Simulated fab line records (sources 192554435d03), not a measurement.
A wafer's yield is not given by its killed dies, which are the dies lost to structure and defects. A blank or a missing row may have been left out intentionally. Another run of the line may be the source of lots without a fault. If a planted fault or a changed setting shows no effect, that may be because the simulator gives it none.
fab line records -- flow n5-finfet
[record] lots = 10, wafers = 28, last-day = 17
route steps=1938 shown BEOL_M3@1010 BEOL_M4@1043 PASSIVATION@1936
lots that met no fault: taken from a fault-free run of the same line
start-h: hours from the record's first day to the start of the lot's first wafer shown -- wait-h: hours since the lot's step before -- " repeats the value in the row above -- L1.1+2: several wafers, shown together as one row -- - no value, or no start given -- * or withheld: withheld -- < > ~ a bound
route shown NAME@n: names a module that has steps shown in the file, with the first one's number in the route -- usual: mean/standard deviation taken from wafers without a fault -- same: alike in all rows -- chamber/n: place in a boat -- sites: per-site readings -- _std_site: the standard deviation of these -- _edge_site: inner sites' mean taken away from outer sites' mean -- radius-mm: how far each site lies from the wafer's centre -- mask NAME#n: copy n -- behind: the last tool/chamber to shape the wafer -- hold: why the lot went on hold/how many hours it stayed there/how the hold came to an end -- device: whichever transistor did not switch (one of n, p or np) -- end of line: tests run on the same wafers once the route is complete -- for a step that has no rows: nothing shown but its recipe -- killed: dies that structure and defects cost at the first sort, which is not the same as the wafer's yield -- map: a wafer's dies, x killed, . not, _ none there
set.NAME: the setting the step ran with; set.NAME@STEP: the setting that earlier step ran with -- model.NAME: the simulator's own value behind a step, which no gauge read
one table for each step of the route and one row for each wafer, over a sample of lots
services: a tool's chamber out of use, with start hour (start-h, from the record's first day; less than 0 if before it), hours out, and reason
[[steps]]
[step N5_BEOL_M3_SPUTTER_96]
[recipe] material = Cu, target-thk-a = 45, temp-c = -20, chamber-pressure-pa = 0.07, power-w = withheld, time-s = 8.29
[usual] throttle-valve-pct = 30.3/1
lot.wafer,tool,chamber,start-h,wait-h,throttle-valve-pct
L718.2,pvd-sputter-02,-,152.47,0.1,32.0
L718.3,pvd-sputter-02,-,152.47,0.1,30.5
L718.4,pvd-sputter-02,-,152.47,0.1,30.2
L721.2,pvd-sputter-01,-,168.92,0.1,30.0
L721.4,pvd-sputter-01,-,168.92,0.1,28.6
L721.5,pvd-sputter-01,-,168.92,0.1,29.8
L720.2,pvd-sputter-03,-,169.15,0.1,30.9
L720.3,pvd-sputter-03,-,169.15,0.1,29.3
L720.5,pvd-sputter-03,-,169.15,0.1,29.6
L723.2,pvd-sputter-02,-,190.94,0.1,30.2
L723.4,pvd-sputter-02,-,190.94,0.1,29.9
L723.6,pvd-sputter-02,-,190.94,0.1,30.3
L724.5,pvd-sputter-02,-,204.68,0.0,29.9
L724.6,pvd-sputter-02,-,204.68,0.0,30.3
L727.1,pvd-sputter-01,-,219.05,0.1,28.6
L727.3,pvd-sputter-01,-,219.05,0.1,29.5
L727.4,pvd-sputter-01,-,219.05,0.1,31.2
L731.1,pvd-sputter-01,-,233.77,0.1,31.7
L731.3,pvd-sputter-01,-,233.77,0.1,29.7
L737.1,pvd-sputter-01,-,272.81,0.1,31.5
L737.5,pvd-sputter-01,-,272.81,0.1,28.6
L737.6,pvd-sputter-01,-,272.81,0.1,30.1
L738.3,pvd-sputter-02,-,277.43,0.1,30.5
L738.4,pvd-sputter-02,-,277.43,0.1,29.9
L738.6,pvd-sputter-02,-,277.43,0.1,32.3
L740.1,pvd-sputter-01,-,291.51,0.1,29.7
L740.4,pvd-sputter-01,-,291.51,0.1,28.4
L740.6,pvd-sputter-01,-,291.51,0.1,28.4
[step N5_BEOL_M3_ANNEAL_51]
[recipe] temp-c = 225, time-s = 90, ambient = N2
[usual] wafer_temp_C_max = 225.79/0.23
lot.wafer,tool,chamber,start-h,wait-h,wafer_temp_C_max
L718.2,rtp-anneal-01,0,152.71,0.1,225.88
L718.3,rtp-anneal-01,0,152.71,0.1,226.01
L718.4,rtp-anneal-01,0,152.71,0.1,225.74
L721.2,rtp-anneal-02,0,169.16,0.1,226.20
L721.4,rtp-anneal-02,0,169.16,0.1,225.52
L721.5,rtp-anneal-02,0,169.16,0.1,226.08
L720.2,rtp-anneal-01,0,169.39,0.1,225.54
L720.3,rtp-anneal-01,0,169.39,0.1,225.28
L720.5,rtp-anneal-01,0,169.39,0.1,225.58
L723.2,rtp-anneal-01,0,191.18,0.1,225.73
L723.4,rtp-anneal-01,0,191.18,0.1,225.75
L723.6,rtp-anneal-01,0,191.18,0.1,225.92
L724.5,rtp-anneal-02,0,205.11,0.3,225.82
L724.6,rtp-anneal-02,0,205.11,0.3,225.74
L727.1,rtp-anneal-02,0,219.25,0.1,225.93
L727.3,rtp-anneal-02,0,219.25,0.1,225.93
L727.4,rtp-anneal-02,0,219.25,0.1,225.82
L731.1,rtp-anneal-01,0,233.97,0.1,225.46
L731.3,rtp-anneal-01,0,233.97,0.1,225.54
L737.1,rtp-anneal-02,0,273.01,0.1,225.57
L737.5,rtp-anneal-02,0,273.01,0.1,225.96
L737.6,rtp-anneal-02,0,273.01,0.1,226.21
L738.3,rtp-anneal-02,0,277.72,0.1,226.17
L738.4,rtp-anneal-02,0,277.72,0.1,225.88
L738.6,rtp-anneal-02,0,277.72,0.1,226.19
L740.1,rtp-anneal-01,0,291.71,0.1,225.44
L740.4,rtp-anneal-01,0,291.71,0.1,225.64
L740.6,rtp-anneal-01,0,291.71,0.1,225.97
[step N5_BEOL_M3_PRE_CLEAN_60]
[recipe] gas = NH3/H2, time-s = 15, temp-c = *, rf-power-w = 300
[usual] heater-power-w = 85/22
lot.wafer,tool,chamber,start-h,wait-h,heater-power-w
L718.2,cvd-co-02,0,153.29,0.0,68
L718.3,cvd-co-02,1,153.29,0.0,129
L718.4,cvd-co-02,0,153.29,0.0,69
L721.2,cvd-co-02,0,169.74,0.0,70
L721.4,cvd-co-02,0,169.74,0.0,68
L721.5,cvd-co-02,2,169.74,0.0,64
L720.2,cvd-co-01,0,169.97,0.0,83
L720.3,cvd-co-01,1,169.97,0.0,78
L720.5,cvd-co-01,1,169.97,0.0,77
L723.2,cvd-co-02,2,191.77,0.0,64
L723.4,cvd-co-02,0,191.77,0.0,68
L723.6,cvd-co-02,1,191.77,0.0,128
L724.5,cvd-co-01,1,205.58,0.1,78
L724.6,cvd-co-01,0,205.58,0.1,83
L727.1,cvd-co-01,1,219.88,0.0,79
L727.3,cvd-co-01,2,219.88,0.0,82
L727.4,cvd-co-01,2,219.88,0.0,84
L731.1,cvd-co-01,2,234.60,0.0,84
L731.3,cvd-co-01,1,234.60,0.0,79
L737.1,cvd-co-02,2,273.64,0.0,65
L737.5,cvd-co-02,1,273.64,0.0,125
L737.6,cvd-co-02,2,273.64,0.0,65
L738.3,cvd-co-02,2,278.26,0.0,63
L738.4,cvd-co-02,1,278.26,0.0,130
L738.6,cvd-co-02,0,278.26,0.0,69
L740.1,cvd-co-01,2,292.34,0.0,88
L740.4,cvd-co-01,2,292.34,0.0,86
L740.6,cvd-co-01,1,292.34,0.0,81
[step N5_BEOL_M4_STRIP_66]
[recipe] chemistry = CF4, resist = SiARC, power-w = 300, bias-power-w = 75, pressure-mtorr = 50, cf4-flow-sccm = 150, rf-frequency-hz = 6e+07
[usual] chamber-pressure-mTorr = 50.00/0.05, drypump-motor-current-A = 5.5/0.49, oes-product-au = 0.80/0.08, rf-vpp-V = 270.9/1.4, showerhead-plenum-p-Torr = 1.78/0.057, throttle-valve-pct = 13.53/0.3
lot.wafer,tool,chamber,start-h,wait-h,chamber-pressure-mTorr,drypump-motor-current-A,oes-product-au,rf-hours-counter-h,rf-vpp-V,showerhead-plenum-p-Torr,throttle-valve-pct
L718.2,rie-diel-03,0,154.56,0.0,49.98,6.1,0.88,25,268.6,1.76,13.64
L718.3,rie-diel-03,3,154.56,0.0,49.99,5.2,0.75,136,274.7,1.88,13.71
L718.4,rie-diel-03,1,154.56,0.0,50.06,5.3,0.83,62,269.9,1.76,13.28
L721.2,rie-diel-04,2,171.77,0.0,50.05,5.0,0.94,4,269.6,1.75,13.23
L721.4,rie-diel-04,0,171.77,0.0,50.06,5.0,0.68,-,270.0,1.76,13.92
L721.5,rie-diel-04,1,171.77,0.0,50.02,6.0,0.72,-,270.7,1.85,13.90
L720.2,rie-diel-03,1,172.10,0.0,50.04,5.3,0.82,71,270.1,1.75,13.32
L720.3,rie-diel-03,3,172.10,0.0,50.09,5.1,0.75,145,272.7,1.88,13.71
L720.5,rie-diel-03,3,172.10,0.0,50.03,5.1,0.74,-,271.5,1.88,13.73
L723.2,rie-diel-04,2,194.18,0.0,50.01,5.1,0.91,13,270.7,1.75,13.24
L723.4,rie-diel-04,1,194.18,0.0,49.96,6.0,0.72,-,273.7,1.84,13.93
L723.6,rie-diel-04,2,194.18,0.0,49.95,5.1,0.91,-,269.8,1.75,13.23
L724.5,rie-diel-03,3,208.23,0.0,49.98,5.1,0.73,-,273.4,1.88,13.75
L724.6,rie-diel-03,0,208.23,0.0,50.08,6.1,0.87,-,271.9,1.75,13.66
L727.1,rie-diel-03,3,222.93,0.0,50.04,5.1,0.72,166,273.8,1.88,13.78
L727.3,rie-diel-03,2,222.93,0.0,50.02,5.8,0.69,241,270.9,1.76,13.72
L727.4,rie-diel-03,1,222.93,0.0,50.02,5.3,0.80,-,271.0,1.75,13.34
L731.1,rie-diel-03,2,236.89,0.0,49.93,5.8,0.69,245,270.3,1.76,13.73
L731.3,rie-diel-03,1,236.89,0.0,49.99,5.3,0.80,94,270.1,1.75,13.37
L737.1,rie-diel-04,2,275.14,0.0,50.04,5.1,0.85,49,268.9,1.74,13.33
L737.5,rie-diel-04,0,275.14,0.0,49.94,5.0,0.89,-,271.7,1.76,13.39
L737.6,rie-diel-04,3,275.14,0.0,50.08,6.2,0.86,-,270.4,1.74,13.18
L738.3,rie-diel-04,2,280.70,0.0,50.04,5.0,0.85,51,271.1,1.74,13.33
L738.4,rie-diel-04,3,280.70,0.0,49.95,6.2,0.85,40,271.4,1.74,13.21
L738.6,rie-diel-04,2,280.70,0.0,50.02,5.1,0.84,-,271.3,1.74,13.33
L740.1,rie-diel-02,0,295.44,0.0,49.99,5.1,0.94,2,275.3,1.91,13.57
L740.4,rie-diel-02,2,295.44,0.0,49.99,5.1,0.78,104,270.3,1.73,13.46
L740.6,rie-diel-02,0,295.44,0.0,50.03,5.1,0.95,-,272.9,1.91,13.57
[step N5_BEOL_M4_INSPECT_30]
[recipe] mode = adi, inspect-instrument = brightfield
[usual] raw-defect-count = 426/95
lot.wafer,tool,chamber,start-h,wait-h,raw-defect-count
L718.2,defect-inspect-01,-,155.19,0.0,421
L718.3,defect-inspect-01,-,155.19,0.0,369
L718.4,defect-inspect-01,-,155.19,0.0,411
L721.2,defect-inspect-01,-,172.53,0.0,509
L721.4,defect-inspect-01,-,172.53,0.0,575
L721.5,defect-inspect-01,-,172.53,0.0,635
L720.2,defect-inspect-02,-,172.89,0.0,338
L720.3,defect-inspect-02,-,172.89,0.0,442
L720.5,defect-inspect-02,-,172.89,0.0,517
L723.2,defect-inspect-01,-,194.96,0.0,410
L723.4,defect-inspect-01,-,194.96,0.0,427
L723.6,defect-inspect-01,-,194.96,0.0,471
L724.5,defect-inspect-02,-,208.86,0.0,282
L724.6,defect-inspect-02,-,208.86,0.0,345
L727.1,defect-inspect-01,-,223.65,0.1,350
L727.3,defect-inspect-01,-,223.65,0.1,400
L727.4,defect-inspect-01,-,223.65,0.1,464
L731.1,defect-inspect-02,-,237.75,0.1,554
L731.3,defect-inspect-02,-,237.75,0.1,461
L737.1,defect-inspect-02,-,275.89,0.1,1395
L737.5,defect-inspect-02,-,275.89,0.1,1424
L737.6,defect-inspect-02,-,275.89,0.1,1389
L738.3,defect-inspect-01,-,281.37,0.0,1402
L738.4,defect-inspect-01,-,281.37,0.0,1460
L738.6,defect-inspect-01,-,281.37,0.0,1425
L740.1,defect-inspect-01,-,296.31,0.1,251
L740.4,defect-inspect-01,-,296.31,0.1,512
L740.6,defect-inspect-01,-,296.31,0.1,313
[step N5_BEOL_M4_RC_MEAS_101]
[usual] DIBL_N = 35.8/1.5, DIBL_P = 35.9/1.8, IOFF_N = 0.152/0.025, IOFF_P = 0.21/0.031, ION_N = 672/11, ION_P = 462/7.4, SS_N = 71.5/0.52, SS_P = 73.2/0.54, VT_N = 250/3, VT_P = -250/3.3
lot.wafer,tool,chamber,start-h,wait-h,DIBL_N[mV/V],DIBL_P[mV/V],IOFF_N[nA/um],IOFF_P[nA/um],ION_N[uA/um],ION_P[uA/um],SS_N[mV/dec],SS_P[mV/dec],VT_N[mV],VT_P[mV]
L718.2,prober-02,0,172.02,0.2,37.7,37.6,0.168,0.25,681,470,71.9,73.4,250,-247
L718.3,prober-02,0,172.02,0.2,35.8,35.2,0.146,0.20,669,463,71.5,73.2,250,-248
L718.4,prober-02,0,172.02,0.2,35.6,36.1,0.145,0.22,672,472,71.4,72.5,251,-248
L721.2,prober-01,0,178.69,0.2,34.4,31.2,0.096,0.13,655,449,70.5,72.3,261,-260
L721.4,prober-01,0,178.69,0.2,37.0,34.5,0.137,0.18,672,458,71.1,73.2,253,-254
L721.5,prober-01,0,178.69,0.2,36.8,34.3,0.137,0.18,669,458,71.2,73.1,251,-255
L720.2,prober-02,0,178.93,0.2,37.5,36.4,0.161,0.23,675,467,71.4,73.3,249,-247
L720.3,prober-02,0,178.93,0.2,38.5,38.3,0.195,0.27,690,474,72.0,73.9,244,-245
L720.5,prober-02,0,178.93,0.2,35.5,34.8,0.131,0.20,665,465,71.7,73.3,251,-248
L723.2,prober-02,0,202.37,0.2,36.1,34.1,0.143,0.20,678,465,71.3,73.3,251,-249
L723.4,prober-02,0,202.37,0.2,36.7,34.2,0.153,0.20,659,449,71.6,73.1,249,-247
L723.6,prober-02,0,202.37,0.2,36.1,35.3,0.155,0.22,664,461,70.4,73.9,248,-247
L724.5,prober-02,0,219.01,0.6,36.8,38.6,0.155,0.19,678,459,71.0,73.4,252,-252
L724.6,prober-02,0,219.01,0.6,37.5,38.5,0.170,0.20,676,463,70.9,73.9,251,-254
L727.1,prober-01,0,230.98,0.0,35.9,35.9,0.158,0.21,673,464,71.3,72.6,248,-245
L727.3,prober-01,0,230.98,0.0,36.2,36.9,0.169,0.23,684,469,71.0,73.7,248,-248
L727.4,prober-01,0,230.98,0.0,35.8,36.0,0.161,0.21,685,466,70.9,73.8,248,-251
L731.1,prober-02,0,244.23,0.0,34.0,33.2,0.117,0.17,659,461,71.1,73.0,251,-252
L731.3,prober-02,0,244.23,0.0,33.8,33.3,0.122,0.18,655,455,70.5,72.8,252,-252
L737.1,prober-02,0,285.84,0.0,36.3,38.6,0.179,0.24,677,463,71.6,73.8,247,-249
L737.5,prober-02,0,285.84,0.0,36.0,39.4,0.177,0.26,689,477,71.5,73.7,248,-248
L737.6,prober-02,0,285.84,0.0,35.3,37.1,0.159,0.22,683,462,71.4,73.4,251,-249
L738.3,prober-01,0,289.49,0.3,34.0,34.4,0.141,0.21,664,463,72.0,73.1,252,-247
L738.4,prober-01,0,289.49,0.3,33.5,34.2,0.127,0.20,648,457,70.8,72.4,253,-247
L738.6,prober-01,0,289.49,0.3,34.8,36.0,0.159,0.24,689,473,71.4,73.4,249,-246
L740.1,prober-01,0,303.34,0.0,36.0,35.4,0.146,0.22,676,467,71.5,73.1,251,-249
L740.4,prober-01,0,303.34,0.0,35.9,35.9,0.154,0.23,678,466,71.8,73.0,246,-248
L740.6,prober-01,0,303.34,0.0,35.4,35.1,0.144,0.21,693,468,71.3,72.4,251,-248
[step N5_PASSIVATION_PROBE_49]
[usual] defect-limited-yield = 91.7/1.7, killed_at_M0_to_M3 = 34/10, killed_at_M4_up = 13/5.1, killed-at-contacts = 12/6.2, killed-at-front-end = 36/12, killed-at-other = 3.2/2.6, killed-dies = 98/20, killed-open = 65/13, killed-short = 32/8.4, sort_bin_5_function = 4.8/1.1, sort_bin_6_memory = 3.2/0.74, sort-n-pass = 1082/20, sort-yield-pct = 91.7/1.7
[same] gross-dies = 1180, killed-at-back-side = 0, sort_bin_4_leakage[%] = 0, sort_bin_8_speed[%] = 0
lot.wafer,tool,chamber,start-h,wait-h,defect-limited-yield[%],killed_at_M0_to_M3,killed_at_M4_up,killed-at-contacts,killed-at-front-end,killed-at-other,killed-dies,killed-open,killed-short,sort_bin_5_function[%],sort_bin_6_memory[%],sort-n-pass,sort-yield-pct[%]
L737.1,prober-02,-,381.90,0.0,85.3,32,106,6,30,0,174,60,22,8.6,3.6,1006,85.3
L737.5,prober-02,-,382.10,0.2,82.4,30,136,6,35,1,208,55,31,11.2,3.3,972,82.4
L737.6,prober-02,-,382.15,0.3,79.7,23,154,12,51,0,240,65,37,12.7,3.7,940,79.7
L738.3,prober-02,-,392.07,0.1,86.0,22,101,9,31,2,165,52,21,9.0,2.5,1015,86.0
L738.4,prober-02,-,392.12,0.2,81.7,26,152,4,28,6,216,45,29,10.9,3.6,964,81.7
L738.6,prober-02,-,392.22,0.3,82.4,39,111,16,36,6,208,67,46,9.6,4.3,972,82.4
// killed by level:class
L737.1 BEOL_M4:unspecified=92 BEOL_M2:geometric-particle:open=11 BEOL_M1:geometric-particle:open=7 BEOL_M4:geometric-particle:open=7 MOL_CONTACT_COAG:geometric-particle:open=6 BEOL_M0_SAQP:geometric-particle:open=6 FIN_SAQP:geometric-particle:open=5 FIN_SAQP:geometric-particle:short=4
L737.5 BEOL_M4:unspecified=121 BEOL_M0_SAQP:geometric-particle:open=8 DUMMY_GATE:geometric-particle:open=7 FIN_SAQP:geometric-particle:short=6 BEOL_M0_SAQP:geometric-particle:short=6 BEOL_M2:geometric-particle:open=5 BEOL_M4:geometric-particle:open=5 FIN_SAQP:geometric-particle:open=4
L737.6 BEOL_M4:unspecified=138 FIN_SAQP:geometric-particle:open=12 STI_FIN_REVEAL:geometric-particle:open=9 MOL_CONTACT_COAG:geometric-particle:open=8 FIN_SAQP:geometric-particle:short=7 BEOL_M1:geometric-particle:open=7 BEOL_M4:geometric-particle:open=6 BEOL_M3:geometric-particle:open=5
L738.3 BEOL_M4:unspecified=90 MOL_CONTACT_COAG:geometric-particle:open=7 BEOL_M0_SAQP:geometric-particle:open=7 DUMMY_GATE:geometric-particle:open=6 FIN_SAQP:geometric-particle:open=5 STARTING-WAFER:geometric-particle:short=5 FIN_SAQP:geometric-particle:short=4 BEOL_M1:geometric-particle:open=4
L738.4 BEOL_M4:unspecified=140 STI_FIN_REVEAL:geometric-particle:open=8 FIN_SAQP:geometric-particle:open=6 BEOL_M0_SAQP:geometric-particle:open=5 BEOL_M0_SAQP:geometric-particle:short=5 BEOL_M4:geometric-particle:short=4 BEOL_M4:geometric-particle:open=4 PASS1_CAP:geometric-particle:open=4
L738.6 BEOL_M4:unspecified=92 BEOL_M0_SAQP:geometric-particle:short=10 MOL_CONTACT_COAG:geometric-particle:open=9 BEOL_M4:geometric-particle:open=9 MOL_CONTACT_COAG:geometric-particle:short=7 BEOL_M3:geometric-particle:open=7 BEOL_M1:geometric-particle:open=6 BEOL_M4:geometric-particle:short=6
[[services]]
tool,chamber,start-h,hours,kind
rie-diel-03,1,129.58,13.2,repair
rie-diel-04,2,139.87,-,clean
rie-diel-04,2,139.87,-,consumable-replace:focus-ring
rie-diel-04,2,139.87,23.9,scheduled-down
rie-diel-04,2,139.87,23.9,vent-cycle
rie-diel-04,3,163.89,-,clean
rie-diel-04,3,163.89,-,consumable-replace:focus-ring
rie-diel-04,3,163.89,13.6,scheduled-down
rie-diel-04,3,163.89,13.6,vent-cycle
cvd-co-01,-,174.11,0.4,repair
rie-diel-04,0,177.63,-,clean
rie-diel-04,0,177.63,-,consumable-replace:focus-ring
rie-diel-04,0,177.63,29.9,scheduled-down
rie-diel-04,0,177.63,29.9,vent-cycle
cvd-co-02,0,201.54,3.7,repair
rie-diel-03,1,204.96,8.0,repair
rie-diel-03,0,222.41,3.9,repair
rie-diel-04,0,244.97,22.3,repair
rie-diel-03,2,251.38,-,clean
rie-diel-03,2,251.38,-,consumable-replace:focus-ring
rie-diel-03,2,251.38,17.0,scheduled-down
rie-diel-03,2,251.38,17.0,vent-cycle
pvd-sputter-01,-,260.51,3.0,repair
rie-diel-02,3,277.74,6.1,repair
[[key]]
[first-sign] step = N5_BEOL_M4_INSPECT_30, reading = raw-defect-count, direction = up, sigmas = 10, usual = 426, struck = 1416
[effect] step = N5_PASSIVATION_PROBE_49, reading = killed_at_M4_up, direction = up, sigmas = 22, usual = 13, struck = 127
[more-kills-born-at] N5_BEOL_M4_STRIP_66@rie-diel-04 = 673
met-at N5_BEOL_M4_STRIP_66
struck-lots L737,L738
not-acting-at N5_BEOL_M3_SPUTTER_96,N5_BEOL_M3_ANNEAL_51,N5_BEOL_M3_PRE_CLEAN_60
onset-between 194.18 275.14
[fault] kind = chamber-particle-source, tool = rie-diel-04, chamber = -, onset-h = 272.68, steps = N5_BEOL_M4_STRIP_66, rate-per-visit-cm2 = 1.4967, end-h = 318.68
